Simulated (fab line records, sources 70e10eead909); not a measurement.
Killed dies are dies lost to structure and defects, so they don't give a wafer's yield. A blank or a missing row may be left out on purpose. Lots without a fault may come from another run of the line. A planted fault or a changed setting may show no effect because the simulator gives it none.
A struck lot beside a sound one | flow nand_harc | 13 steps out of a route of 1302
Sound: wafers L638.2, L638.3, L638.6. Struck: wafer L643.2. (L643.4 of the same lot was not struck and is left out.) The cause comes at the end.
At each step with rows: each side's tool, then ch and its chambers, then its first start. Under that, the readings that differ: sound wafers | struck wafers | difference of the means | sigmas: that difference in standard deviations of wafers without a fault.
alike: readings whose means differ by less than 2 such deviations, and words and numbers that are the same on both sides. not compared: withheld readings, readings that some wafer has no value for, bounds like >300 that may hide the same value, and numbers for which the record gives no deviation and whose values overlap.
The two part at a step that has a row with sigmas, a row that says differs or no value, or rows on one side only. Numbers that don't overlap but have no deviation are shown without sigmas and don't part them. A reading that every wafer of one side lacks parts them only if that side has two wafers or more.

NHARC_P_GATE_RTA_82: time 30 s.
  sound on rtp_anneal-01 ch 0, day 9 03:38; struck on rtp_anneal-02 ch 0, day 11 01:20
  reading             | sound          | struck | difference | sigmas
  lamp_zone_5_pct (%) | 4.00 4.01 4.00 | 4.17   | +0.17      | +2
  lamp_zone_6_pct (%) | 3.96 3.95 3.96 | 4.12   | +0.16      | +2
  alike: lamp_power_pct, wafer_temp_C_max
NHARC_P_GATE_INSPECT_68:
  sound on defect_inspect-01, day 9 03:48; struck on defect_inspect-02, day 11 01:32
  alike: raw_defect_count
NHARC_P_CONTACT_DEP_30: deposits SiNx, target thk 30 nm.
  sound on pecvd-01 ch 0,2, day 9 03:52; struck on pecvd-02 ch 1, day 11 01:40
  alike: heater_power_w
NHARC_P_CONTACT_DEP_00: deposits SiO2, target thk 500 nm.
  sound on pecvd-01 ch 0,2; struck on pecvd-02 ch 1
  reading                      | sound             | struck | difference | sigmas
  chamber_pressure_Torr (Torr) | 6.490 6.487 6.511 | 6.540  | +0.044     | +3
  alike: heater_power_w, mfc_precursor_sccm, throttle_valve_pct
NHARC_P_CONTACT_CMP_01: polishes SiO2, target thk 200 nm.
  sound on cmp-03 ch 0,3, day 9 04:35; struck on cmp-04 ch 3, day 11 02:20
  alike: motor_current_A
then, 6 steps without rows for these wafers: NHARC_P_CONTACT_SRD_03; NHARC_P_CONTACT_DEHYDRATE_04 (time 120 s); NHARC_P_CONTACT_HMDS_05 (time 30 s); NHARC_P_CONTACT_COAT_33 (time 75 s); NHARC_P_CONTACT_COAT_34 (time 65 s); NHARC_P_CONTACT_COAT_06 (resist thk 90 nm).
NHARC_P_CONTACT_SOFTBAKE_07: time 55 s.
  sound on litho_track-06 ch 0, day 9 04:00; struck on litho_track-06 ch 0, day 11 02:00
  reading                  | sound                | struck | difference | sigmas
  heater_power_total_W (W) | 188.34 188.41 188.76 | 323.51 | +135.01    | +99 or more
then, 1 step without rows for these wafers: NHARC_P_CONTACT_EBR_08.

WHERE THEY PART
First at NHARC_P_GATE_RTA_82; last, within this record, at NHARC_P_CONTACT_SOFTBAKE_07.

WHY: what the simulator had put in
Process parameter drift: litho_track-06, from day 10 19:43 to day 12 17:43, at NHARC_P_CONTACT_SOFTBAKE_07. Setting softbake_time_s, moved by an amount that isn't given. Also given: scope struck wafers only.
